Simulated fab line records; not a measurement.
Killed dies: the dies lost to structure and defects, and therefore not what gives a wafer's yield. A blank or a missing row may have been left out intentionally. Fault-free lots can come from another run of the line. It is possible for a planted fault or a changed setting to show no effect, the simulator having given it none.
Matching of chambers -- flow n5-finfet -- rie-diel-04 running N5_BEOL_M0_CUTY_DESCUM_61: 4 sister chambers
The step chemistry O2, time 7.9 s. 18 wafers are shown with their chamber, then 9 later ones without.

## WAFERS, EACH WITH ITS CHAMBER
wafer,chamber,showerhead-plenum-p-Torr (Torr),throttle-valve-pct (%),oes-product-au (a.u.)
L079.1,2,2.08,20.68,0.72
L079.3,1,2.05,20.58,0.68
L079.5,1,2.05,20.57,0.68
L081.2,1,2.05,20.56,0.67
L081.5,0,2.14,20.55,0.67
L081.6,1,2.05,20.57,0.67
L082.2,1,2.05,20.59,0.67
L082.3,3,2.13,20.23,0.95
L082.5,2,2.08,20.68,0.72
L084.2,3,2.13,20.24,0.93
L084.4,3,2.13,20.24,0.93
L084.5,1,2.05,20.59,0.67
L088.1,3,2.13,20.24,0.92
L088.2,0,2.14,20.19,0.94
L088.4,2,2.08,20.71,0.71
L090.2,1,2.05,20.15,0.97
L090.3,2,2.07,20.71,0.70
L090.6,3,2.13,20.25,0.89

SIGNATURES (means of the wafers above)
reading,chamber 0,chamber 1,chamber 2,chamber 3,scatter within a chamber
showerhead-plenum-p-Torr,2.1400,2.0500,2.0775,2.1300,0.00231
throttle-valve-pct,20.3700,20.5157,20.6950,20.2400,0.126
oes-product-au,0.8050,0.7157,0.7125,0.9240,0.0903
Rule: a wafer's distance from a chamber is the root of the sum, over the readings, of the square of ((its reading less the chamber's mean) divided by the reading's scatter). The wafer belongs to the nearest chamber; if the next one is less than 2 further off, it can't be placed. The scatter: the root of (the sum of the squares of (reading less its chamber's mean) over the shown wafers, divided by (wafers less chambers)).

## WAFERS MISSING THEIR CHAMBER
wafer,showerhead-plenum-p-Torr (Torr),throttle-valve-pct (%),oes-product-au (a.u.)
L091.1,2.14,20.21,0.93
L091.3,2.13,20.28,0.90
L091.6,2.14,20.20,0.92
L093.3,2.04,20.17,0.94
L093.4,2.07,20.73,0.69
L093.5,2.14,20.20,0.91
L097.1,2.12,20.28,0.88
L097.2,2.04,20.21,0.92
L097.5,2.04,20.18,0.92

## EACH ONE'S CHAMBER
wafer,from the rows above,in truth
L091.1,0,0
L091.3,3,3
L091.6,0,0
L093.3,1,1
L093.4,2,2
L093.5,0,0
L097.1,3,3
L097.2,1,1
L097.5,1,1
Correct placement for 9 of the 9. Can't be placed from these rows: 0. Placed wrongly: 0.
